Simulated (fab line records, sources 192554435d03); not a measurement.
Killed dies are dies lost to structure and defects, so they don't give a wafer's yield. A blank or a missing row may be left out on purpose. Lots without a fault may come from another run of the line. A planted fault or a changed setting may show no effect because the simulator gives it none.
Chamber matching | flow n5_finfet | N5_MOL_CONTACT_COAG_ALD_27 on ald_sin-01: 4 sister chambers
The step deposits SiOC, target thk 17 nm, pulse time 1.5 s, time 2720 s. 8 wafers are shown with their chamber, then 10 later ones without.

WAFERS WITH THEIR CHAMBER
wafer  | chamber | heater_power_w (W) | precursor_pulse_height_rel
L087.6 | 3       | 757                | 0.981
L089.2 | 1       | 1013               | 0.975
L089.6 | 2       | 923                | 0.988
L091.1 | 1       | 1015               | 0.990
L091.2 | 3       | 740                | 0.987
L091.3 | 2       | 923                | 1.020
L091.4 | 0       | 795                | 1.005
L091.5 | 0       | 797                | 0.976

WAFERS WITHOUT THEIR CHAMBER
wafer  | heater_power_w (W) | precursor_pulse_height_rel
L091.6 | 764                | 1.022
L093.1 | 803                | 0.988
L093.5 | 923                | 0.990
L093.6 | 760                | 1.014
L095.1 | 773                | 0.965
L095.2 | 1005               | 0.999
L095.4 | 739                | 1.019
L096.4 | 1027               | 1.011
L096.5 | 749                | 1.023
L096.6 | 922                | 1.037

WHICH CHAMBER EACH WENT THROUGH
wafer  | from the rows above     | in truth
L091.6 | 3                       | 3
L093.1 | 0                       | 0
L093.5 | 2                       | 2
L093.6 | 3                       | 3
L095.1 | can't be placed: 0 or 3 | 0
L095.2 | 1                       | 1
L095.4 | 3                       | 3
L096.4 | 1                       | 1
L096.5 | 3                       | 3
L096.6 | 2                       | 2
Placed correctly: 9 of 10. Can't be placed from these rows: 1 (the true chamber is among the candidates in 1). Placed wrongly: 0.
How it was worked out, from the rows above alone: a wafer's distance from a chamber is the root of the sum, over the readings, of the square of ((its reading less the chamber's mean) divided by the reading's scatter). The wafer belongs to the nearest chamber; if the next one is less than 2 further off, it can't be placed. A chamber's mean is the mean of its shown wafers. The scatter: the root of (the sum of the squares of (reading less its chamber's mean) over the shown wafers, divided by (wafers less chambers)).
